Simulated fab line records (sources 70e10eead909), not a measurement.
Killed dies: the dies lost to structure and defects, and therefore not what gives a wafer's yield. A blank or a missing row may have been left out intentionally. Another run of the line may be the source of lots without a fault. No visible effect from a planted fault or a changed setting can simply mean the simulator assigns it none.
Which tool was responsible? -- flow nandHarc -- Sampling: 24 lots, 72 wafers, 4 of 1302 route steps

## WHAT EACH GAUGE READ, for each wafer
NHARC_A_ZERO_WELL_CD_MEAS_10: the cd target is 2000 nm. Usual: cdNm 2000.0 nm, standard deviation 1.5.
lot,measured,on,cdNm (nm),flag
L075,day 7 09:52,cdSem-02,2000.3 1999.5 1999.9,
L074,day 7 11:29,cdSem-03,1997.3 1999.5 1998.0,
L077,day 8 03:40,cdSem-03,2000.3 2002.0 2002.0,
L076,day 8 04:01,cdSem-01,2000.5 1999.7 2001.2,
L078,day 8 16:25,cdSem-02,2002.7 2000.6 2000.1,
L079,day 9 06:35,cdSem-02,1999.7 2000.3 1999.1,
L080,day 9 08:42,cdSem-03,1998.2 1999.4 1999.8,
L081,day 9 14:14,cdSem-02,2001.3 2000.4 1999.9,
L082,day 10 04:04,cdSem-03,2002.8 2001.2 2003.5,
L083,day 10 08:49,cdSem-01,1997.8 2001.3 1998.7,
L084,day 11 03:08,cdSem-03,2001.1 2001.6 2000.8,
L085,day 11 09:05,cdSem-02,1998.1 1998.5 1998.1,
L086,day 11 17:24,cdSem-03,2001.2 1999.9 2001.9,
L087,day 12 03:14,cdSem-03,1999.4 1999.2 1998.3,
L088,day 12 20:12,cdSem-02,2001.1 2001.8 2001.4,
L089,day 13 01:59,cdSem-02,1998.6 1996.2 1997.5,
L090,day 13 18:04,cdSem-01,1998.6 2000.4 1999.2,
L091,day 14 02:46,cdSem-02,1999.5 1997.6 1998.4,
L092,day 14 08:03,cdSem-01,1998.1 2000.3 2000.1,
L093,day 14 16:44,cdSem-01,2000.8 1999.0 1998.5,
L094,day 14 22:45,cdSem-03,2001.7 2002.9 2000.2,
L095,day 15 10:05,cdSem-01,2002.8 2002.3 2003.4,
L096,day 16 00:05,cdSem-03,1999.5 1999.7 2000.5,
L097,day 16 14:54,cdSem-03,1997.9 1998.2 1999.3,

NHARC_A_ONON_D1_THK_MEAS_24: measures by ellipsometry. Usual: thkNm 999 nm, standard deviation 8.3.
lot,measured,on,thkNm (nm),flag
L075,day 8 19:50,filmMetro-01,994 995 996,
L074,day 8 19:50,filmMetro-02,991 992 991,
L077,day 9 12:24,filmMetro-02,998 1000 999,
L076,day 9 12:24,filmMetro-01,996 997 998,
L078,day 10 02:08,filmMetro-02,993 994 993,
L079,day 10 17:20,filmMetro-01,1005 1006 1006,
L080,day 10 17:20,filmMetro-02,1007 1012 1012,
L081,day 11 03:08,filmMetro-02,993 993 992,
L082,day 11 14:04,filmMetro-01,987 987 990,
L083,day 12 02:20,filmMetro-01,998 1000 999,
L084,day 12 12:17,filmMetro-01,985 982 985,
L085,day 12 19:56,filmMetro-01,1011 1011 1012,
L086,day 13 04:41,filmMetro-02,1007 1008 1007,
L087,day 13 11:53,filmMetro-01,1000 1000 1001,
L088,day 14 05:48,filmMetro-01,986 987 988,
L089,day 14 11:16,filmMetro-01,1008 1008 1009,
L090,day 15 07:03,filmMetro-02,1008 1005 1005,
L091,day 15 12:05,filmMetro-02,1001 1004 1002,
L092,day 15 17:53,filmMetro-02,989 988 986,
L093,day 16 05:08,filmMetro-01,999 997 998,
L094,day 16 10:52,filmMetro-02,1001 1003 1001,
L095,day 17 02:46,filmMetro-01,1008 1009 1009,
L096,day 17 16:23,filmMetro-01,999 1001 1000,
L097,day 18 04:02,filmMetro-02,1011 1011 1009,

NHARC_A_CHANNEL_HOLE_D1_OVL_MEAS_11. Usual: overlayXNm 0.1 nm, standard deviation 0.61; overlayYNm 0.0 nm, standard deviation 0.71.
lot,measured,on,overlayXNm (nm),overlayYNm (nm),flag
L075,day 9 03:31,overlay-01,0.3 0.2 0.1,-0.9 -1.1 -1.1,
L074,day 9 01:44,overlay-01,0.4 0.0 -0.4,-0.5 -0.4 0.0,
L077,day 9 17:51,overlay-02,0.6 0.9 1.5,-1.5 -1.3 -0.9,
L076,day 9 18:41,overlay-01,-0.1 0.3 0.3,1.2 0.4 0.8,
L078,day 10 06:52,overlay-02,1.2 1.0 1.8,-0.3 -0.2 -0.4,
L079,day 10 22:50,overlay-01,0.3 0.3 0.4,-0.5 -0.7 -1.3,
L080,day 10 21:47,overlay-01,-0.8 -0.8 -0.6,-1.0 -1.2 -1.3,
L081,day 11 10:29,overlay-02,0.4 0.4 0.9,1.4 1.2 1.0,
L082,day 11 20:07,overlay-01,0.4 0.2 0.5,0.4 0.9 0.8,
L083,day 12 11:37,overlay-02,0.1 0.1 0.2,-0.4 0.1 -0.1,
L084,day 12 19:03,overlay-01,-0.9 0.0 -0.2,0.0 0.3 0.3,
L085,day 13 04:20,overlay-02,-0.9 -0.3 -1.0,-1.1 -0.7 -1.0,
L086,day 13 09:05,overlay-01,0.3 0.2 0.6,0.2 0.5 0.3,
L087,day 13 16:22,overlay-02,0.0 0.1 0.5,0.9 0.4 1.1,
L088,day 14 10:55,overlay-01,0.1 -0.6 0.0,0.3 -0.5 -0.1,
L089,day 14 18:59,overlay-01,0.3 0.2 0.3,0.6 0.1 0.0,
L090,day 15 12:14,overlay-01,-0.9 -0.2 -0.5,-0.3 0.4 0.4,
L091,day 15 17:47,overlay-02,-1.0 0.0 -0.7,-0.2 0.2 -0.4,
L092,day 15 22:17,overlay-01,0.5 1.2 1.2,0.5 0.7 1.1,
L093,day 16 09:40,overlay-01,-0.5 -0.1 0.1,-0.2 0.4 0.4,
L094,day 16 15:23,overlay-01,-0.1 -0.2 0.1,-0.3 -0.7 -0.5,
L095,day 17 07:16,overlay-02,-0.8 0.3 -0.8,0.1 0.0 0.5,
L096,day 17 23:22,overlay-01,0.1 0.4 0.0,0.6 1.0 0.3,
L097,day 18 13:14,overlay-01,0.8 0.8 0.9,0.5 0.8 0.7,

## WHAT TOOL EACH LOT RAN ON (gives the tool, then ch and the chambers of the sampled wafers, and finally the start)
lot,NHARC_A_ZERO_WELL_DESCUM_12
L075,"rieDiel-04 ch 0,1,3, day 7 10:01"
L074,"rieDiel-04 ch 0,1,3, day 7 11:39"
L077,"rieDiel-04 ch 0,1,3, day 8 03:49"
L076,"rieDiel-02 ch 0,1,3, day 8 04:11"
L078,"rieDiel-02 ch 0,3, day 8 16:35"
L079,"rieDiel-04 ch 0,3, day 9 06:44"
L080,"rieDiel-02 ch 0,3, day 9 08:52"
L081,"rieDiel-04 ch 1,3, day 9 14:25"
L082,"rieDiel-04 ch 0,3, day 10 04:13"
L083,"rieDiel-04 ch 0,2, day 10 08:59"
L084,"rieDiel-04 ch 0,2, day 11 03:17"
L085,"rieDiel-04 ch 1,2,3, day 11 09:14"
L086,"rieDiel-04 ch 0,3, day 11 17:34"
L087,"rieDiel-04 ch 1,3, day 12 03:23"
L088,"rieDiel-02 ch 0,2,3, day 12 20:22"
L089,"rieDiel-02 ch 0,2,3, day 13 02:08"
L090,"rieDiel-04 ch 0,1,2, day 13 18:15"
L091,"rieDiel-04 ch 1,2, day 14 02:56"
L092,"rieDiel-04 ch 1,3, day 14 08:13"
L093,"rieDiel-04 ch 1,2,3, day 14 16:54"
L094,"rieDiel-04 ch 1,3, day 14 22:55"
L095,"rieDiel-04 ch 1,2, day 15 10:15"
L096,"rieDiel-02 ch 0,1,2, day 16 00:14"
L097,"rieDiel-02 ch 1,2,3, day 16 15:03"
- NHARC_A_ZERO_WELL_DESCUM_12: chemistry O2, time 3 s.

## WHAT THE TOOLS THEMSELVES READ (means of the sampled wafers that have a number; where no wafer has one, the mark that the record gives instead)
NHARC_A_ZERO_WELL_DESCUM_12. Usual: drypumpMotorCurrentA 5.8 A, standard deviation 0.54; oesProductAu 1.001 a.u., standard deviation 0.0078; rfVppV 57.5 V, standard deviation 0.87; showerheadPlenumPTorr 1.88 Torr, standard deviation 0.094; throttleValvePct 11.311 %, standard deviation 0.0081.
lot,tool,drypumpMotorCurrentA (A),oesProductAu (a.u.),rfVppV (V),showerheadPlenumPTorr (Torr),throttleValvePct (%),flag
L075,rieDiel-04,5.9,0.997,57.0,1.90,11.312,
L074,rieDiel-04,5.9,1.001,57.4,1.90,11.311,
L077,rieDiel-04,5.9,0.998,57.5,1.90,11.310,
L076,rieDiel-02,5.5,1.009,58.1,1.92,11.313,
L078,rieDiel-02,5.5,1.004,56.9,1.89,11.311,
L079,rieDiel-04,5.7,0.998,58.4,1.83,11.301,
L080,rieDiel-02,5.2,1.007,57.4,1.87,11.319,
L081,rieDiel-04,6.4,0.996,57.7,1.98,11.313,
L082,rieDiel-04,5.7,1.007,57.9,1.83,11.315,
L083,rieDiel-04,5.5,1.005,57.2,1.80,11.305,
L084,rieDiel-04,5.3,1.004,57.0,1.79,11.311,
L085,rieDiel-04,6.1,1.003,58.0,1.90,11.310,
L086,rieDiel-04,5.4,1.009,56.6,1.81,11.309,
L087,rieDiel-04,6.2,1.000,57.5,1.92,11.315,
L088,rieDiel-02,5.6,1.003,57.2,1.86,11.313,
L089,rieDiel-02,5.6,0.997,57.6,1.86,11.313,
L090,rieDiel-04,5.8,0.999,58.2,1.88,11.313,
L091,rieDiel-04,6.0,1.000,56.6,1.88,11.311,
L092,rieDiel-04,6.4,0.993,57.5,1.98,11.313,
L093,rieDiel-04,6.1,1.006,57.5,1.90,11.310,
L094,rieDiel-04,6.2,0.995,58.0,1.92,11.318,
L095,rieDiel-04,6.3,0.992,58.1,1.97,11.302,
L096,rieDiel-02,5.7,1.001,57.8,1.88,11.307,
L097,rieDiel-02,6.0,1.009,57.9,1.89,11.313,

## THE ANSWER, worked out from the rows above alone
Rule: lot off if the mean of its wafers having a number is beyond 3 standard deviations from the usual mean. A lot without any number at a reading at which 4 lots or more have one is off too. All remaining lots with rows at the step are treated as sound. After the gauges, taken in route order, come the tools' own readings; for these a lot's mean is taken, as printed above. At the first step where some lot is off, the reading lying furthest off is the one used; lots without a number count as furthest.
None of the lots is off at any reading shown; this tells nothing.

## WHAT THE SIMULATOR PUT IN
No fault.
